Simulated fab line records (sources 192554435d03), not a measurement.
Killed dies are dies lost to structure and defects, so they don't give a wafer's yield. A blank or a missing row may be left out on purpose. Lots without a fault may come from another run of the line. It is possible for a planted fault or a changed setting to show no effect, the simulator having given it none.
Split-lot experiment | flow n5Finfet | on a route of 1938 steps: 7 lots, 39 wafers read

== THE SPLIT ITSELF ==
At N5_BEOL_M1_ILD_DEP_00 (deposits SiOC from DEMS/O2, target thk 79 nm, time 15.3 s), the setting targetThkA was moved away from the recipe's 790 angstrom on 12 of the 39 wafers read, by -58.2% to +20.6%. For the rest of the wafers, this setting stayed at what the recipe calls for.

There is no step in the file separating the split from the reading.

== THE READING ==
M1_ILD_THK in nanometres, read at N5_BEOL_M1_THK_MEAS_01. On this fab line, fault-free wafers typically give 78.5 nm with a standard deviation of 1.3 nm.

wafer  | tool, chamber at the split | targetThkA as run, angstrom | against the recipe | M1_ILD_THK, nm | against lot-mates on the recipe
L074.1 | pecvd-04, 0                | 790                         | recipe             | 78.6           | -
L074.2 | pecvd-04, 1                | 790                         | recipe             | 77.1           | -
L074.3 | pecvd-04, 0                | 593.5                       | -24.9%             | 59.5           | -18.3
L074.4 | pecvd-04, 1                | 593.5                       | -24.9%             | 56.9           | -20.9
L074.5 | pecvd-04, 1                | 790                         | recipe             | 77.6           | -
L074.6 | pecvd-04, 0                | 593.5                       | -24.9%             | 60.5           | -17.3
L087.1 | pecvd-03, 0                | 790                         | recipe             | 77.1           | -
L087.2 | pecvd-03, 2                | 790                         | recipe             | 78.1           | -
L087.3 | pecvd-03, 2                | 496.8                       | -37.1%             | 50.4           | -28.2
L087.4 | pecvd-03, 0                | 496.8                       | -37.1%             | 48.1           | -30.5
L087.5 | pecvd-03, 2                | 790                         | recipe             | 80.6           | -
L087.6 | pecvd-03, 0                | 496.8                       | -37.1%             | 48.6           | -30.0
L089.1 | pecvd-04, 1                | 790                         | recipe             | 79.9           | -
L089.2 | pecvd-04, 0                | 790                         | recipe             | 78.6           | -
L089.3 | pecvd-04, 1                | 790                         | recipe             | 80.9           | -
L089.4 | pecvd-04, 0                | 790                         | recipe             | 80.6           | -
L089.5 | pecvd-04, 0                | 790                         | recipe             | 81.0           | -
L089.6 | pecvd-04, 1                | 790                         | recipe             | 80.7           | -
L092.1 | pecvd-04, 1                | 790                         | recipe             | 79.8           | -
L092.2 | pecvd-04, 0,2              | 790                         | recipe             | 79.3           | -
L092.3 | pecvd-04, 2                | 790                         | recipe             | 78.9           | -
L092.4 | pecvd-04, 1                | 790                         | recipe             | 80.6           | -
L092.5 | pecvd-04, 0,2              | 790                         | recipe             | 79.4           | -
L092.6 | pecvd-04, 0                | 790                         | recipe             | 80.8           | -
L094.3 | pecvd-04, 0                | 790                         | recipe             | 79.5           | -
L094.4 | pecvd-04, 2                | 790                         | recipe             | 80.4           | -
L094.6 | pecvd-04, 0                | 790                         | recipe             | 80.7           | -
L093.1 | pecvd-03, 0                | 790                         | recipe             | 76.6           | -
L093.2 | pecvd-03, 1                | 952.5                       | +20.6%             | 95.2           | +17.6
L093.3 | pecvd-03, 2                | 790                         | recipe             | 77.1           | -
L093.4 | pecvd-03, 1                | 952.5                       | +20.6%             | 96.1           | +18.5
L093.5 | pecvd-03, 0                | 952.5                       | +20.6%             | 94.0           | +16.4
L093.6 | pecvd-03, 2                | 790                         | recipe             | 79.0           | -
L095.1 | pecvd-04, 0                | 790                         | recipe             | 80.4           | -
L095.2 | pecvd-04, 1                | 790                         | recipe             | 79.6           | -
L095.3 | pecvd-04, 2                | 330.2                       | -58.2%             | 32.7           | -47.5
L095.4 | pecvd-04, 2                | 330.2                       | -58.2%             | 34.1           | -46.1
L095.5 | pecvd-04, 0                | 330.2                       | -58.2%             | 34.3           | -45.9
L095.6 | pecvd-04, 1                | 790                         | recipe             | 80.7           | -
The file does not say which wafer passed through which chamber wherever a row lists several chambers: such a row stands for several wafers.

FIT RESULTS
A straight line over all 39 wafers: M1_ILD_THK changes by +0.793 nm for each +1% of targetThkA; r = +1.00; the points scatter about the line by 1.4 nm.
The same after taking each lot's own level away (the mean of its wafers on the recipe; 39 wafers): +0.801 nm for each +1%; r = +1.00; scatter 1 nm.
That fit puts the effect of the largest move of targetThkA on the reading at 47 nm.
Measured against the standard deviation above, the lots' own levels, which go from 77.57 to 80.28 nm, span 2.1 times it.
The two slopes are in agreement: the lot-to-lot level therefore moves the slope only a little.
Check: with one of the wafers moved furthest among these (-58.2%) left out of the fit, the line predicts -46.2 nm for it against its lot-mates. Against them it came out at -47.5 nm.

== THESE WAFERS: OTHER SPLITS ==
Note: prior to the reading, these wafers also went through further splits. Each is held against what the fit with the lots' levels taken away leaves over:
other split on the same wafers   | wafers away from the commonest value | r with M1_ILD_THK (lot level and that fit taken away)
N5_HKMG_FIN_ETCH_55 timeS        | 12                                   | -0.20
N5_BEOL_M0_SAQP_HM_DEP_111 timeS | 12                                   | +0.00

== THE WHOLE CHAIN: every reading that the file lists as answering this split, in the file's order ==
step                   | what it does                                              | reading                                                                           | change (the file's fit)               | r (the file's)
N5_BEOL_M1_ILD_DEP_00  | deposits SiOC from DEMS/O2, target thk 79 nm, time 15.3 s | SiOC_of_BEOL_M1_ILD_DEP_00.thkNm (the simulator's own value, which no gauge read) | +0.799 nm for each +1% of the setting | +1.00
N5_BEOL_M1_THK_MEAS_01 |                                                           | M1_ILD_THK                                                                        | +0.798 for each +1% of the setting    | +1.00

== THE FILE'S OWN FIT ==
M1_ILD_THK changes by +0.798 nm for each +1% of targetThkA, r = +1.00.
